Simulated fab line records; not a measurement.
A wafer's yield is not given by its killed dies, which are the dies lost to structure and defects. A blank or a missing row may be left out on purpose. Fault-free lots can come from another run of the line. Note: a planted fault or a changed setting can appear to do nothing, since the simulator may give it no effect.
Chamber matching | flow nand_harc | NHARC_A_STAIRCASE_DEP_151 on pecvd-01: 3 sister chambers
The step deposits SiO2, target thk 3800 nm. 6 wafers are shown with their chamber, then 8 later ones without.

## WAFERS WITH THEIR CHAMBER
wafer  | chamber | heater_power_w (W) | mfc_precursor_sccm (sccm)
L074.5 | 1       | 685                | 199.5
L083.1 | 1       | 791                | 200.0
L083.6 | 0       | 643                | 199.4
L081.1 | 0       | 728                | 199.7
L081.6 | 2       | 442                | 199.8
L085.1 | 2       | 540                | 200.5

## WAFERS WITHOUT THEIR CHAMBER
wafer  | heater_power_w (W) | mfc_precursor_sccm (sccm)
L085.2 | 770                | 200.7
L085.3 | 850                | 199.7
L091.1 | 705                | 200.4
L091.3 | 811                | 199.5
L091.4 | 640                | 199.3
L095.1 | 464                | 199.4
L095.4 | 702                | 200.1
L095.6 | 697                | 200.1

## THE CHAMBER EACH PASSED THROUGH
wafer  | from the rows above          | in truth
L085.2 | can't be placed: 1 or 0 or 2 | 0
L085.3 | can't be placed: 1 or 0      | 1
L091.1 | can't be placed: 1 or 0 or 2 | 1
L091.3 | can't be placed: 1 or 0      | 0
L091.4 | can't be placed: 0 or 1      | 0
L095.1 | can't be placed: 2 or 0      | 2
L095.4 | can't be placed: 1 or 0      | 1
L095.6 | can't be placed: 1 or 0 or 2 | 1
0 of 8 placed correctly. Cannot be placed on the basis of these rows: 8; the candidates contain the true chamber in 8. Wrongly placed: 0.
How it was worked out, from the rows above alone: a wafer's distance from a chamber is the root of the sum, over the readings, of the square of ((its reading less the chamber's mean) divided by the reading's scatter). If the next closest chamber is less than 2 further off than the closest, the wafer can't be placed; otherwise it belongs to the closest. The mean given for a chamber averages the wafers shown for that chamber. The scatter: the root of (the sum of the squares of (reading less its chamber's mean) over the shown wafers, divided by (wafers less chambers)).
